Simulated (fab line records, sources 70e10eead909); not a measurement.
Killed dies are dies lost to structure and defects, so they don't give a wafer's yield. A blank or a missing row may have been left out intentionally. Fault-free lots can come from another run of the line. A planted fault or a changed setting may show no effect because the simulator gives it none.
Comparing a struck lot with a sound one    flow nand-harc    14 steps out of a route of 1159
Sound: the wafers L912.2, L912.5, L912.6. Struck: wafer L906.5 (left out: L906.2, L906.4 of the same lot, which were not struck); the cause appears at the end.
Order at every step that has rows: each side's tool, ch and its chambers, its first start. Under that, the readings that differ: sound wafers    struck wafers    difference of the means    sigmas: that difference in standard deviations of wafers without a fault.
alike: same words and numbers on both sides, and readings whose means sit less than 2 such deviations apart. not compared: any withheld reading, any reading some wafer has no value for, any bound like >300 that may hide the same value, and any number with overlapping values for which the record gives no deviation.
A row with sigmas, a row that says differs or no value, or rows on one side alone: a step with any of these is where the two part. When numbers do not overlap yet have no deviation, they are printed without sigmas and do not part them. Lack of a reading on every wafer of one side parts them only where that side has two or more wafers.

first, 4 steps without rows for these wafers: NHARC_A_WL_FILL_STRIP_28 (strips in post etch residue remover, time 1200 s); NHARC_A_WL_FILL_PRECLEAN_06 (cleans in DIW, time 300 s); NHARC_A_WL_FILL_SRD_07; NHARC_A_WL_FILL_ANNEAL_08 (time 1800 s).
NHARC_A_WL_FILL_ALD_10: deposits SiO2, target thk 50 nm, pulse time 10 s, ald cycles 500.
  sound on ald-hk-03 ch 1,2,3, day 19 05:40; struck on ald-hk-01 ch 0, day 19 03:18
  alike: heater-power-w, precursor-pulse-height-rel, susceptor-temp-C
  not compared: since-wet-clean-h
NHARC_A_WL_FILL_ETCHBACK_16: etches the open film in C4F8/O2/Ar, target depth 88 nm, time 17.6 s.
  sound: rie-diel-12 ch 0,1; struck: rie-diel-06 ch 0
  alike: oes-product-au, rf-fwd-power-W, rf-vpp-V, run-length-s
  not compared: rf-hours-counter-h
NHARC_A_WL_FILL_STRIP_29: strips in O2, time 20 s.
  sound on rie-diel-12 ch 0,1, day 19 09:22; struck on rie-diel-06 ch 1, day 19 05:28
  alike: drypump-motor-current-A, oes-product-au, rf-vpp-V, showerhead-plenum-p-Torr, throttle-valve-pct
  not compared: rf-hours-counter-h
NHARC_A_WL_FILL_ETCHBACK_17: etches the open film in Cl2/BCl3, target depth 4 nm, time 26.7 s.
  sound on rie-metal-01 ch 0,1, day 19 09:26; struck on rie-metal-03 ch 1, day 19 05:34
  alike: drypump-motor-current-A, he-backside-leak-sccm, oes-product-au, run-length-s
  not compared: rf-hours-counter-h
then, 3 steps without rows for these wafers: NHARC_A_WL_FILL_PRECLEAN_18 (cleans in dHF, time 30 s); NHARC_A_WL_FILL_SRD_21; NHARC_A_WL_FILL_CVD_23 (deposits poly-Si, target thk 40 nm, time 800 s).
NHARC_A_WL_FILL_ETCHBACK_26: etches the open film in HBr, target depth 52 nm, time 13.3 s.
  sound on rie-si-05 ch 0,1,2, day 19 14:54; struck on rie-si-02 ch 0, day 19 10:43
reading           sound           struck  difference  sigmas
run-length-s (s)  34.6 34.8 34.2  30.4    -4.1        -13
  alike: drypump-motor-current-A, he-backside-leak-sccm, oes-product-au, throttle-valve-pct
  not compared: rf-fwd-power-W, rf-hours-counter-h
then, 2 steps without rows for these wafers: NHARC_A_WL_FILL_PRECLEAN_30 (cleans in dHF, time 10 s); NHARC_END_SORT_01.

== WHERE THEY PART ==
At NHARC_A_WL_FILL_ETCHBACK_26 and nowhere else, as far as this record goes.

WHY: whatever the simulator had introduced
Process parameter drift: rie-si-02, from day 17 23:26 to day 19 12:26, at NHARC_A_WL_FILL_ETCHBACK_26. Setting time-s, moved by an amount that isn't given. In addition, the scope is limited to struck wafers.
